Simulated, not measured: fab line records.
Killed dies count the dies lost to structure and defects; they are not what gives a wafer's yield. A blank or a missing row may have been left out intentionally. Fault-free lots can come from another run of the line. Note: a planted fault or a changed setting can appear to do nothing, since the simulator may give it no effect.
Which tool was responsible? ; flow n5 finfet ; 12 lots with 36 wafers sampled at 6 steps, on a route of 1938 steps

== WHAT EACH GAUGE READ, for each wafer ==
N5_BEOL_M13_INSPECT_12: inspects for defects (macro).
lot;measured;on;raw defect count
L074;day 13 19:33;defect inspect-02;0 4 1
L077;day 14 13:01;defect inspect-02;0 3 2
L081;day 15 03:56;defect inspect-01;2 0 1
L082;day 15 16:25;defect inspect-02;2 4 2
L078;day 15 17:03;defect inspect-02;2 3 3
L086;day 16 10:57;defect inspect-02;4 1 2
L088;day 17 05:25;defect inspect-02;1 4 1
L087;day 17 14:48;defect inspect-02;1 1 4
L090;day 18 08:15;defect inspect-01;3 1 1
L094;day 18 20:05;defect inspect-01;2 3 2
L097;day 19 09:31;defect inspect-01;0 4 2
L095;day 20 23:24;defect inspect-02;4 2 2

== WHICH TOOL RAN EACH LOT (tool, then ch and the chambers of the sampled wafers, then the start) ==
lot;N5_BEOL_M11_HM_DEP_02;N5_BEOL_M11_ANNEAL_51;N5_BEOL_M12_VIA_ETCH_16;N5_BEOL_M12_STRIP_37;N5_BEOL_M12_PRE_CLEAN_42
L074;pvd sputter-02, day 13 06:42;rtp anneal-02 ch 0, day 13 13:55;rie diel-01 ch 1,3, day 13 15:16;plasma asher-01 ch 0,1, day 13 16:50;pvd sputter-01, day 13 17:40
L077;pvd sputter-03, day 13 23:04;rtp anneal-02 ch 0, day 14 03:49;rie diel-01 ch 0,3, day 14 05:07;plasma asher-02 ch 0,1, day 14 06:45;pvd sputter-02, day 14 11:13
L081;pvd sputter-03, day 14 14:33;rtp anneal-01 ch 0, day 14 19:05;rie diel-05 ch 0,3, day 14 20:37;plasma asher-01 ch 0,1, day 14 22:26;pvd sputter-02, day 15 00:36
L082;pvd sputter-03, day 15 02:19;rtp anneal-02 ch 0, day 15 08:32;rie diel-05 ch 0,1,3, day 15 11:24;plasma asher-02 ch 0,1, day 15 12:54;pvd sputter-03, day 15 14:30
L078;pvd sputter-03, day 15 06:12;rtp anneal-01 ch 0, day 15 11:57;rie diel-05 ch 2,3, day 15 13:25;plasma asher-02 ch 0,1, day 15 14:47;pvd sputter-03, day 15 15:11
L086;pvd sputter-03, day 15 21:00;rtp anneal-01 ch 0, day 16 05:39;rie diel-05 ch 0,1,2, day 16 07:06;plasma asher-01 ch 0,1, day 16 08:29;pvd sputter-03, day 16 09:04
L088;pvd sputter-03, day 16 12:30;rtp anneal-01 ch 0, day 16 21:54;rie diel-01 ch 2,3, day 16 23:13;plasma asher-02 ch 0,1, day 17 00:46;pvd sputter-02, day 17 03:31
L087;pvd sputter-01, day 17 01:47;rtp anneal-01 ch 0, day 17 06:58;rie diel-04 ch 1,3, day 17 08:26;plasma asher-01 ch 1, day 17 09:57;pvd sputter-01, day 17 12:31
L090;pvd sputter-03, day 17 21:10;rtp anneal-02 ch 0, day 18 02:20;rie diel-01 ch 0,2,3, day 18 03:50;plasma asher-02 ch 0,1, day 18 05:22;pvd sputter-01, day 18 06:29
L094;pvd sputter-02, day 18 05:29;rtp anneal-01 ch 0, day 18 14:08;rie diel-04 ch 1,2,3, day 18 15:30;plasma asher-02 ch 0,1, day 18 16:53;pvd sputter-02, day 18 18:09
L097;pvd sputter-01, day 18 21:17;rtp anneal-02 ch 0, day 19 03:46;rie diel-01 ch 0,2, day 19 05:09;plasma asher-01 ch 0,1, day 19 06:39;pvd sputter-01, day 19 07:46
L095;pvd sputter-02, day 20 06:52;rtp anneal-01 ch 0, day 20 13:49;rie diel-01 ch 0,1,2, day 20 15:10;plasma asher-01 ch 1, day 20 16:40;pvd sputter-02, day 20 21:27
- N5_BEOL_M11_HM_DEP_02: deposits TiN, target thk 20 nm.
- N5_BEOL_M11_ANNEAL_51: time 90 s.
- N5_BEOL_M12_VIA_ETCH_16: etches SiOC in C4F8/O2/Ar, target depth 724.8 nm.
- N5_BEOL_M12_STRIP_37: strips in N2/H2.
- N5_BEOL_M12_PRE_CLEAN_42: time 30 s.

== THE ANSWER, worked out from the rows above alone ==
Rule: the lots themselves supply what counts as usual. The widest of any qualifying gaps counts: lots, ordered by their means at a reading, are off when they make up no more than a third of the lots, leave a main group of 4 or more, and stand apart from it by 3 or more times the standard deviation of that group's means. A main group is skipped when, at the precision printed for the reading in the tables above, its means are all equal. A lot without any number at a reading at which 4 lots or more have one is off too. Any other lot the step has rows for is counted as sound.
None of the lots is off at any reading shown; this tells nothing.

== WHAT WAS PUT IN BY THE SIMULATOR ==
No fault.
